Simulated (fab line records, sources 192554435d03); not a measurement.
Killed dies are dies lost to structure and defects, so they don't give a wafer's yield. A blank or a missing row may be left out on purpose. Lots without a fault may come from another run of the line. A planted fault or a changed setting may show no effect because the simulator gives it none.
Chamber matching | flow n5_finfet | N5_MOL_CONTACT_COAG_CMP_23 on cmp-04: 4 sister chambers
The step polishes, stops on SiO2, t overpolish 1.5 s, target thk 0 nm. 4 wafers are shown with their chamber, then 8 later ones without.

WAFERS WITH THEIR CHAMBER
wafer  | chamber | time_to_endpoint_s (s)
L091.6 | 3       | 14.2
L092.5 | 1       | 12.7
L092.6 | 0       | 6.8
L093.2 | 2       | 10.3

WAFERS WITHOUT THEIR CHAMBER
wafer  | time_to_endpoint_s (s)
L093.3 | 10.7
L093.4 | 12.3
L094.3 | 10.1
L094.5 | 7.0
L094.6 | 12.3
L095.2 | 11.0
L095.5 | 3.7
L095.6 | 8.8

WHICH CHAMBER EACH WENT THROUGH
wafer  | from the rows above          | in truth
L093.3 | can't be placed: 2 or 1      | 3
L093.4 | can't be placed: 1 or 3 or 2 | 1
L094.3 | can't be placed: 2 or 1      | 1
L094.5 | 0                            | 0
L094.6 | can't be placed: 1 or 3 or 2 | 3
L095.2 | can't be placed: 2 or 1 or 3 | 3
L095.5 | 0                            | 0
L095.6 | can't be placed: 2 or 0 or 1 | 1
Placed correctly: 2 of 8. Can't be placed from these rows: 6 (the true chamber is among the candidates in 5). Placed wrongly: 0.
How it was worked out, from the rows above alone: a wafer's distance from a chamber is the root of the sum, over the readings, of the square of ((its reading less the chamber's mean) divided by the reading's scatter). The wafer belongs to the nearest chamber; if the next one is less than 2 further off, it can't be placed. A chamber's mean is the mean of its shown wafers. The scatter: with one shown wafer a chamber, the root of the mean of the squares of how far each hidden wafer lies from its nearest shown one.
